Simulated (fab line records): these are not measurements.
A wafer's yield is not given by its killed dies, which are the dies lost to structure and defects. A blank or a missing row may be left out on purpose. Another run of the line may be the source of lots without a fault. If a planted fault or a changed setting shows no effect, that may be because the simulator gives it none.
Matching of chambers | flow nandHarc | NHARC_A_STAIRCASE_DESCUM_312 on rieDiel-05 has 4 sister chambers
The step chemistry O2, time 3 s. 4 wafers are shown with their chamber, then 10 later ones without.

## WAFERS PAIRED WITH THEIR CHAMBERS
wafer  | chamber | drypumpMotorCurrentA (A)
L082.6 | 2       | 5.7
L087.3 | 3       | 5.3
L089.1 | 1       | 4.9
L089.5 | 0       | 6.0

## WAFERS WITHOUT THEIR CHAMBER
wafer  | drypumpMotorCurrentA (A)
L089.6 | 4.9
L091.1 | 5.7
L091.4 | 5.3
L091.5 | 6.0
L096.1 | 5.0
L096.4 | 5.7
L096.6 | 4.9
L096.2 | 6.0
L096.3 | 5.2
L096.5 | 5.7

## CHAMBER TAKEN BY EACH
wafer  | from the rows above | in truth
L089.6 | 1                   | 1
L091.1 | 2                   | 2
L091.4 | 3                   | 3
L091.5 | 0                   | 0
L096.1 | 1                   | 1
L096.4 | 2                   | 2
L096.6 | 1                   | 1
L096.2 | 0                   | 0
L096.3 | 3                   | 3
L096.5 | 2                   | 2
Placed correctly: 10 of 10. From these rows, 0 cannot be placed. Placed wrongly: 0.
How it was worked out, from the rows above alone: a wafer's distance from a chamber is the root of the sum, over the readings, of the square of ((its reading less the chamber's mean) divided by the reading's scatter). If the next closest chamber is less than 2 further off than the closest, the wafer can't be placed; otherwise it belongs to the closest. A chamber's mean is the mean of its shown wafers. The scatter: with one shown wafer a chamber, the root of the mean of the squares of how far each hidden wafer lies from its nearest shown one.
